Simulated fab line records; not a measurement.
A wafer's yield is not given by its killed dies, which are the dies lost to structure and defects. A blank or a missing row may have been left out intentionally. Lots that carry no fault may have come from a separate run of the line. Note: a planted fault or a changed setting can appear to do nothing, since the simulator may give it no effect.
8D (eight disciplines) problem report, filled in by code -- flow n5_finfet -- the parts of the form that need people (team, actions taken, sign-off) are left out

## 1. PROBLEM STATEMENT
rf_fwd_power_W at N5_DUMMY_GATE_ETCH_37 reads a mean of 1034 W on 3 wafers of 3 lots; wafers without a fault read 830 W with a standard deviation of 3.5. Relative to the usual mean, that is a shift of +58 standard deviations.
The step: etches SOC in N2/H2, target depth 60 nm, overetch 30 nm.
First seen on wafer L631.1, day 7 00:40, on rie_diel-06. The record holds 32 wafers of 12 lots with a number at this step. Rule for "out", or "out of limits": more than 4 standard deviations from the usual mean. The rest of the wafers with a number are treated as sound.

## 2. WHAT IT IS, WHAT IT ISN'T
question,is,is not
which readings at this step,"rf_fwd_power_W, rf_vpp_V","drypump_motor_current_A, oes_product_au, showerhead_plenum_p_Torr, throttle_valve_pct"
which lots,"L631, L633, L634","L616, L617, L625, L627, L628, L635, L636, L637, L638"
which wafers of those lots,"L631.1, L633.5, L634.4","L634.2, L634.6"
read on which tools,rie_diel-06,"rie_diel-02, rie_diel-03"
when,from day 7 00:40,"up to then (15 sound wafers); but 14 sound wafers of L634, L635, L636, L637, L638 came after"

## 3. WHAT RULES OUT EACH SUSPECT
Counting: a tool at a process step up to the reading stays a suspect if it ran every lot that is out. Sound lots after the first of them don't rule it out here, since some wafers of a struck lot are sound.
- rie_diel-06 at N5_DUMMY_GATE_ETCH_29 (etches underlayer in N2/H2, target depth 13 nm): kept. It processed each lot that is out (first: L631, day 7 00:35); up to then, its last sound lot is L628 (day 6 08:08).
- rie_diel-06 at N5_DUMMY_GATE_ETCH_37 (etches SOC in N2/H2, target depth 60 nm, overetch 30 nm): kept. It processed each lot that is out (first: L631, day 7 00:40); up to then, its last sound lot is L628 (day 6 08:13). Its own rf_fwd_power_W, rf_vpp_V readings are out on those wafers.
- Within rie_diel-06 at N5_DUMMY_GATE_ETCH_29: the wafers that are out ran in chamber 0; their sound lot-mates ran in chambers 2, 3.
- Within rie_diel-06 at N5_DUMMY_GATE_ETCH_37: the wafers that are out ran in chamber 0; their sound lot-mates ran in chambers 2, 3.
What counting leaves: rie_diel-06 at N5_DUMMY_GATE_ETCH_29 and rie_diel-06 at N5_DUMMY_GATE_ETCH_37.

## 4. THE CAUSE (what the simulator had put in)
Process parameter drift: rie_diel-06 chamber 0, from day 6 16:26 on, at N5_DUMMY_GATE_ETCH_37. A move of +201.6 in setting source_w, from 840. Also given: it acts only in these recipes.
Counting left 2 suspects, and this tool is among them.

## 5. THE EFFECT CHAIN, in route order
Each row: a reading whose mean over the struck wafers that have a number lies more than 3 standard deviations from the usual. Only readings for which the record gives a usual standard deviation are gone through. hours: the time from each lot's start at the first step in this table that gives one to its start at this step, as a median over the lots. sigmas: the change in usual standard deviations.
hours,step,reading,usual,on struck wafers,change,sigmas
0,N5_DUMMY_GATE_ETCH_37,rf_fwd_power_W,830 W,1034,+204,+58
0,N5_DUMMY_GATE_ETCH_37,rf_vpp_V,524.8 V,487.3,-37.5,-14
Its process steps:
- N5_DUMMY_GATE_ETCH_37: etches SOC in N2/H2, target depth 60 nm, overetch 30 nm.

## 6. WHAT WOULD HAVE CAUGHT IT SOONER
The fault began at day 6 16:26; the first out-of-limits reading in this record came at day 7 00:40, 8 hours later.
